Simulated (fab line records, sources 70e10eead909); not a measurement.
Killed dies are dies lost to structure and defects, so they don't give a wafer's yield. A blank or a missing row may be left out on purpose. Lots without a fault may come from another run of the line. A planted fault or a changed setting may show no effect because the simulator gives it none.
fab line records | flow nand_harc
record lots=14 wafers=42 last_day=24
route steps=1159 shown P_BONDPAD@381 A_START@389 A_SOURCE_PLATE@413 A_ONON_D1@425 END@1159
lots that met no fault: from a run of the same line without faults
start_h: hours from the record's first day to the start of the lot's first wafer shown | wait_h: hours since the lot's step before | " the same as in the row above | L1.1+2: a row that stands for several wafers | - no value, or no start given | * or withheld: withheld | < > ~ a bound
route shown NAME@n: a module of which the file shows steps, and the number in the route of the first | usual: mean/standard deviation of fault-free wafers | same: alike in all rows | chamber/n: place in a boat | sites: the reading at each site | _std_site: their standard deviation | _edge_site: outer sites' mean less inner sites' | radius_mm: how far each site lies from the wafer's centre | mask NAME#n: copy n | behind: the tool/chamber that last shaped the wafer | hold: why the lot was held/for how many hours/how that ended | device: the transistor (n, p or np) that didn't switch | end of line: the same wafers' tests at the end of the route | a step without rows: its recipe alone | killed: dies lost to structure and defects at the first sort, not the wafer's yield | map: a wafer's dies, x killed, . not, _ none there
set.NAME: the setting as run; set.NAME@STEP: as run at that earlier step | model.NAME: the simulator's own value behind a step, which no gauge read
steps of the route over a sample of lots; a table a step, a row a wafer
services: from which hour (start_h, from the record's first day; less than 0 if before it) a tool's chamber was out of use, for how many hours, and why
## steps
# step NHARC_P_BONDPAD_THK_MEAS_20
# recipe thk_meas_gauge=xrf
# usual thk_nm=160.9/1.4
# columns lot.wafer tool chamber start_h wait_h thk_nm
L196.1 film_metro-01 - 124.48 - 157.6
L196.3 " - " " 163.9
L196.4 " - " " 161.4
L198.1 film_metro-02 - 134.38 - 162.4
L198.2 " - " " 162.3
L198.6 " - " " 163.2
L197.3 film_metro-01 - 135.36 - 160.7
L197.4 " - " " 160.8
L197.5 " - " " 161.9
L200.1 film_metro-02 - 152.29 - 158.6
L200.3 " - " " 162.7
L200.6 " - " " 161.0
L199.1 film_metro-01 - 152.66 - 161.9
L199.2 " - " " 159.5
L199.4 " - " " 161.0
L203.2 film_metro-02 - 167.65 - 161.5
L203.3 " - " " 160.8
L203.4 " - " " 160.4
L202.1 film_metro-01 - 168.42 - 160.3
L202.4 " - " " 161.0
L202.5 " - " " 161.0
L211.4 film_metro-01 - 219.64 - 159.7
L211.5 " - " " 160.7
L211.6 " - " " 162.8
L214.2 film_metro-02 - 233.82 - 162.2
L214.3 " - " " 158.6
L214.6 " - " " 158.5
L215.1 film_metro-01 - 241.59 - 160.6
L215.3 " - " " 158.5
L215.5 " - " " 160.1
L216.2 film_metro-02 - 251.91 - 160.0
L216.4 " - " " 160.4
L216.6 " - " " 159.9
L219.1 film_metro-01 - 260.30 - 158.6
L219.2 " - " " 160.2
L219.5 " - " " 163.3
L217.1 film_metro-01 - 261.20 - 159.8
L217.4 " - " " 161.6
L217.6 " - " " 161.3
L218.3 film_metro-02 - 261.81 - 160.0
L218.4 " - " " 159.4
L218.5 " - " " 161.8
# step NHARC_A_START_INSPECT_01
# usual raw_defect_count=3.3/1.8
# columns lot.wafer tool chamber start_h wait_h raw_defect_count
L196.1 defect_inspect-02 - 125.19 - 4
L196.3 " - " " 2
L196.4 " - " " 3
L198.1 defect_inspect-02 - 135.07 - 4
L198.2 " - " " 5
L198.6 " - " " 6
L197.3 defect_inspect-01 - 136.05 - 1
L197.4 " - " " 4
L197.5 " - " " 3
L200.1 defect_inspect-02 - 152.97 - 1
L200.3 " - " " 6
L200.6 " - " " 4
L199.1 defect_inspect-01 - 153.38 - 6
L199.2 " - " " 2
L199.4 " - " " 6
L203.2 defect_inspect-02 - 168.32 - 0
L203.3 " - " " 5
L203.4 " - " " 2
L202.1 defect_inspect-01 - 169.11 - 6
L202.4 " - " " 2
L202.5 " - " " 2
L211.4 defect_inspect-01 - 220.35 - 2
L211.5 " - " " 6
L211.6 " - " " 7
L214.2 defect_inspect-01 - 234.51 - 4
L214.3 " - " " 2
L214.6 " - " " 3
L215.1 defect_inspect-01 - 242.29 - 3
L215.3 " - " " 1
L215.5 " - " " 6
L216.2 defect_inspect-02 - 252.57 - 2
L216.4 " - " " 1
L216.6 " - " " 1
L219.1 defect_inspect-01 - 260.99 - 3
L219.2 " - " " 2
L219.5 " - " " 5
L217.1 defect_inspect-02 - 261.95 - 2
L217.4 " - " " 2
L217.6 " - " " 3
L218.3 defect_inspect-01 - 262.50 - 4
L218.4 " - " " 3
L218.5 " - " " 2
# step NHARC_A_SOURCE_PLATE_PRECLEAN_00
# recipe time_s=60 chemistry=HF-LAST
# columns lot.wafer tool chamber start_h wait_h
L196.3+4+1 wet_bench-02 0,1,2 127.55 0.1
L198.1+2+6 wet_bench-05 6,7,2 137.55 0.1
L197.4+5+3 wet_bench-05 0,2,3 138.42 0.0
L200.6+3+1 wet_bench-02 0,4,5 155.33 0.0
L199.4+2+1 wet_bench-02 3,7,0 155.62 0.0
L203.4+2+3 wet_bench-02 2,4,5 170.55 0.0
L202.4+1+5 wet_bench-02 5,6,7 171.38 0.1
L211.5+6+4 wet_bench-05 6,0,3 222.61 0.0
L214.6+3+2 wet_bench-04 3,4,6 237.00 0.0
L215.3+5+1 wet_bench-05 6,0,1 244.67 0.1
L216.2+6+4 wet_bench-04 4,5,6 254.82 0.1
L219.2+1+5 wet_bench-04 1,3,4 263.35 0.1
L217.6+4+1 wet_bench-02 7,1,3 264.30 0.0
L218.3+5+4 wet_bench-05 6,7,1 264.85 0.1
# step NHARC_A_SOURCE_PLATE_INSPECT_08
# usual raw_defect_count=56/24
# columns lot.wafer tool chamber start_h wait_h raw_defect_count
L196.1 defect_inspect-02 - 147.78 0.0 48
L196.3 " - " " 35
L196.4 " - " " 26
L198.1 defect_inspect-01 - 158.25 0.0 37
L198.2 " - " " 43
L198.6 " - " " 39
L197.3 defect_inspect-02 - 158.25 0.0 34
L197.4 " - " " 35
L197.5 " - " " 57
L199.1 defect_inspect-01 - 175.98 0.0 47
L199.2 " - " " 36
L199.4 " - " " 50
L200.1 defect_inspect-02 - 175.98 0.0 49
L200.3 " - " " 46
L200.6 " - " " 78
L203.2 defect_inspect-01 - 193.28 0.0 919
L203.3 " - " " 911
L203.4 " - " " 896
L202.1 defect_inspect-02 - 193.28 0.0 927
L202.4 " - " " 981
L202.5 " - " " 982
L211.4 defect_inspect-02 - 243.38 0.0 55
L211.5 " - " " 57
L211.6 " - " " 34
L214.2 defect_inspect-01 - 260.03 0.0 47
L214.3 " - " " 54
L214.6 " - " " 55
L215.1 defect_inspect-01 - 265.09 0.0 58
L215.3 " - " " 48
L215.5 " - " " 40
L216.2 defect_inspect-01 - 275.34 0.0 29
L216.4 " - " " 52
L216.6 " - " " 64
L219.1 defect_inspect-02 - 283.92 0.0 21
L219.2 " - " " 38
L219.5 " - " " 58
L217.1 defect_inspect-01 - 283.94 0.0 61
L217.4 " - " " 104
L217.6 " - " " 61
L218.3 defect_inspect-02 - 283.94 0.0 55
L218.4 " - " " 61
L218.5 " - " " 37
# step NHARC_A_ONON_D1_THK_MEAS_02
# recipe thk_meas_gauge=ellipsometry
# usual thk_nm=1000/7.2
# columns lot.wafer tool chamber start_h wait_h thk_nm
L196.1 film_metro-02 - 148.35 - 998
L196.3 " - " " 997
L196.4 " - " " 999
L198.1 film_metro-02 - 158.83 - 1000
L198.2 " - " " 1001
L198.6 " - " " 1003
L197.3 film_metro-01 - 158.83 - 996
L197.4 " - " " 997
L197.5 " - " " 997
L199.1 film_metro-02 - 176.56 - 998
L199.2 " - " " 999
L199.4 " - " " 1000
L200.1 film_metro-01 - 176.56 - 1001
L200.3 " - " " 999
L200.6 " - " " 1000
L203.2 film_metro-01 - 193.86 - 1002
L203.3 " - " " 1003
L203.4 " - " " 1003
L202.1 film_metro-02 - 193.86 - 1013
L202.4 " - " " 1015
L202.5 " - " " 1014
L211.4 film_metro-01 - 243.96 - 1009
L211.5 " - " " 1010
L211.6 " - " " 1007
L214.2 film_metro-01 - 260.61 - 1000
L214.3 " - " " 998
L214.6 " - " " 1000
L215.1 film_metro-01 - 265.66 - 1001
L215.3 " - " " 1001
L215.5 " - " " 1002
L216.2 film_metro-02 - 275.93 - 999
L216.4 " - " " 1000
L216.6 " - " " 1001
L219.1 film_metro-02 - 284.49 - 1019
L219.2 " - " " 1018
L219.5 " - " " 1018
L218.3 film_metro-01 - 284.52 - 987
L218.4 " - " " 987
L218.5 " - " " 989
L217.1 film_metro-02 - 284.52 - 1004
L217.4 " - " " 1003
L217.6 " - " " 1006
# step NHARC_END_SORT_01
# recipe temp_c=25
# usual killed_at_array=27/11 killed_at_other=0.6/0.89 killed_at_periphery=3.0/2.4 killed_dies=31/12 killed_open=3.2/1.6 killed_short=2.0/1.5
# same gross_dies=677
# columns lot.wafer tool chamber start_h wait_h killed_at_array killed_at_other killed_at_periphery killed_dies killed_open killed_short
L202.1 prober-02 0 472.58 2.5 87 0 6 93 5 0
L202.4 prober-02 0 474.99 3.4 108 2 6 116 4 3
L202.5 prober-02 0 475.79 3.7 90 0 2 92 1 1
L203.2 prober-02 0 481.20 2.8 132 1 2 135 2 2
L203.3 prober-02 0 481.99 3.1 130 2 1 133 4 4
L203.4 prober-02 0 482.78 3.4 98 4 4 106 2 5
# killed by level:class
L202.1 A_SOURCE_PLATE:unspecified=79 P_STI:chamber_film_flake=3 A_CHANNEL_HOLE_D1:chamber_film_flake=3 P_M0:geometric_particle:open=2 A_CHANNEL_FILL_D1:geometric_particle:open=2 A_CONTACT:chamber_film_flake=2 A_ONON_D1:geometric_particle:open=1 P_M2:chamber_film_flake=1
L202.4 A_SOURCE_PLATE:unspecified=93 A_CHANNEL_HOLE_D1:chamber_film_flake=6 A_CONTACT:chamber_film_flake=3 A_ONON_D1:geometric_particle:open=2 A_SLIT:chamber_film_flake=2 THIN_TSV:chamber_film_flake=2 P_CONTACT:geometric_particle:short=1 P_M1:geometric_particle:open=1
L202.5 A_SOURCE_PLATE:unspecified=75 A_CHANNEL_HOLE_D1:chamber_film_flake=7 A_CONTACT:chamber_film_flake=5 A_CONTACT:geometric_particle:short=1 A_BLC:geometric_particle:open=1 P_ZERO_WELL:chamber_film_flake=1 P_STI:chamber_film_flake=1 A_WL_FILL:chamber_film_flake=1
L203.2 A_SOURCE_PLATE:unspecified=104 A_CHANNEL_HOLE_D1:chamber_film_flake=13 A_SLIT:chamber_film_flake=7 A_STAIRCASE:chamber_film_flake=4 A_CONTACT:chamber_film_flake=2 P_CONTACT:geometric_particle:open=1 P_M1:geometric_particle:short=1 A_CHANNEL_FILL_D1:geometric_particle:short=1
L203.3 A_SOURCE_PLATE:unspecified=93 A_SLIT:chamber_film_flake=13 A_CHANNEL_HOLE_D1:chamber_film_flake=11 A_STAIRCASE:chamber_film_flake=6 A_CHANNEL_HOLE_D1:geometric_particle:short=2 P_M0:geometric_particle:open=1 A_SOURCE_PLATE:geometric_particle:open=1 A_CHANNEL_FILL_D1:geometric_particle:short=1
L203.4 A_SOURCE_PLATE:unspecified=62 A_SLIT:chamber_film_flake=12 A_CHANNEL_HOLE_D1:chamber_film_flake=8 A_STAIRCASE:chamber_film_flake=6 THIN_TSV:chamber_film_flake=4 A_CONTACT:chamber_film_flake=3 A_M0:geometric_particle:short=2 A_WL_FILL:chamber_film_flake=2
## services
# columns tool chamber start_h hours kind
wet_bench-04 - 163.20 8.0 pm
wet_bench-02 - 180.00 8.0 pm
wet_bench-02 0 188.00 - consumable_replace:bath
wet_bench-02 0 188.00 - consumable_replace:filter
wet_bench-02 1 188.00 - consumable_replace:bath
wet_bench-02 1 188.00 - consumable_replace:filter
wet_bench-02 2 188.00 - consumable_replace:bath
wet_bench-02 2 188.00 - consumable_replace:filter
wet_bench-02 3 188.00 - consumable_replace:bath
wet_bench-02 3 188.00 - consumable_replace:filter
wet_bench-02 4 188.00 - consumable_replace:bath
wet_bench-02 4 188.00 - consumable_replace:filter
wet_bench-02 5 188.00 - consumable_replace:bath
wet_bench-02 5 188.00 - consumable_replace:filter
wet_bench-02 6 188.00 - consumable_replace:bath
wet_bench-02 6 188.00 - consumable_replace:filter
wet_bench-02 7 188.00 - consumable_replace:bath
wet_bench-02 7 188.00 - consumable_replace:filter
wet_bench-05 - 196.80 8.0 pm
wet_bench-05 0 204.80 - consumable_replace:bath
wet_bench-05 0 204.80 - consumable_replace:filter
wet_bench-05 1 204.80 - consumable_replace:bath
wet_bench-04 - 218.67 7.1 repair
wet_bench-05 - 251.47 1.3 repair
## key
first_sign step=NHARC_A_SOURCE_PLATE_INSPECT_08 reading=raw_defect_count direction=up sigmas=37 usual=56 struck=936
effect step=NHARC_END_SORT_01 reading=killed_at_array direction=up sigmas=7.3 usual=27 struck=108
more_kills_born_at NHARC_A_SOURCE_PLATE_PRECLEAN_00@wet_bench-02=506
met_at NHARC_A_SOURCE_PLATE_PRECLEAN_00
struck_lots L202,L203
tester_left_out L202,L203
not_acting_at NHARC_P_BONDPAD_THK_MEAS_20,NHARC_A_START_INSPECT_01,NHARC_A_ONON_D1_THK_MEAS_02
onset_between 155.62 170.55
fault kind=chamber_particle_source tool=wet_bench-02 chamber=- onset_h=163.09 steps=NHARC_A_SOURCE_PLATE_PRECLEAN_00 rate_per_visit_cm2=1.4315 end_h=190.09
# tester_left_out: of these lots the tester's yield and bins aren't shown, on N5 and GAA mostly nor the transistor test; their killed dies are dies lost to structure and defects alone, not to doping, threshold or leakage, so they don't give the yield
